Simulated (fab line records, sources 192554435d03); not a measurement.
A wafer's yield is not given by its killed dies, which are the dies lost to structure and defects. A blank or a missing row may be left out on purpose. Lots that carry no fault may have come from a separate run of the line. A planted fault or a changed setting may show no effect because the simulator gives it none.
Which of the tools did it? || flow n5 finfet || 11 lots, 33 wafers sampled, at 1 step of a route of 1938

WHAT EACH GAUGE READ, for each wafer
N5_BEOL_M7_INSPECT_13: inspects for defects (brightfield).
{"lot": "L076", "measured": "day 9 03:20", "on": "defect inspect-02", "raw defect count": "504 424 420"}
{"lot": "L077", "measured": "day 9 08:44", "on": "defect inspect-02", "raw defect count": "341 337 295"}
{"lot": "L079", "measured": "day 10 03:21", "on": "defect inspect-01", "raw defect count": "402 523 535"}
{"lot": "L080", "measured": "day 10 12:28", "on": "defect inspect-02", "raw defect count": "442 370 403"}
{"lot": "L083", "measured": "day 11 06:04", "on": "defect inspect-01", "raw defect count": "366 360 427"}
{"lot": "L086", "measured": "day 11 21:50", "on": "defect inspect-02", "raw defect count": "326 419 393"}
{"lot": "L085", "measured": "day 12 02:46", "on": "defect inspect-01", "raw defect count": "526 466 381"}
{"lot": "L089", "measured": "day 12 12:39", "on": "defect inspect-02", "raw defect count": "482 570 582"}
{"lot": "L093", "measured": "day 13 15:37", "on": "defect inspect-02", "raw defect count": "258 200 401"}
{"lot": "L094", "measured": "day 14 11:11", "on": "defect inspect-02", "raw defect count": "600 466 461"}
{"lot": "L096", "measured": "day 14 14:43", "on": "defect inspect-02", "raw defect count": "437 371 281"}

EACH LOT AND THE TOOL THAT RAN IT (in order: tool; ch and the chambers of the sampled wafers; start)
Record: no process step prior to these readings.

THE ANSWER, worked out from the rows above alone
Rule: what is usual is taken from the lots themselves. The widest of any qualifying gaps counts: lots, ordered by their means at a reading, are off when they make up no more than a third of the lots, leave a main group of 4 or more, and stand apart from it by 3 or more times the standard deviation of that group's means. A main group is skipped when, at the precision printed for the reading in the tables above, its means are all equal. Also off: a lot with no number at a reading for which 4 or more lots have one. The other lots that the step has rows for count as sound.
Nothing can be told from this: no lot is off at any reading shown.

WHAT HAD BEEN PUT IN BY THE SIMULATOR
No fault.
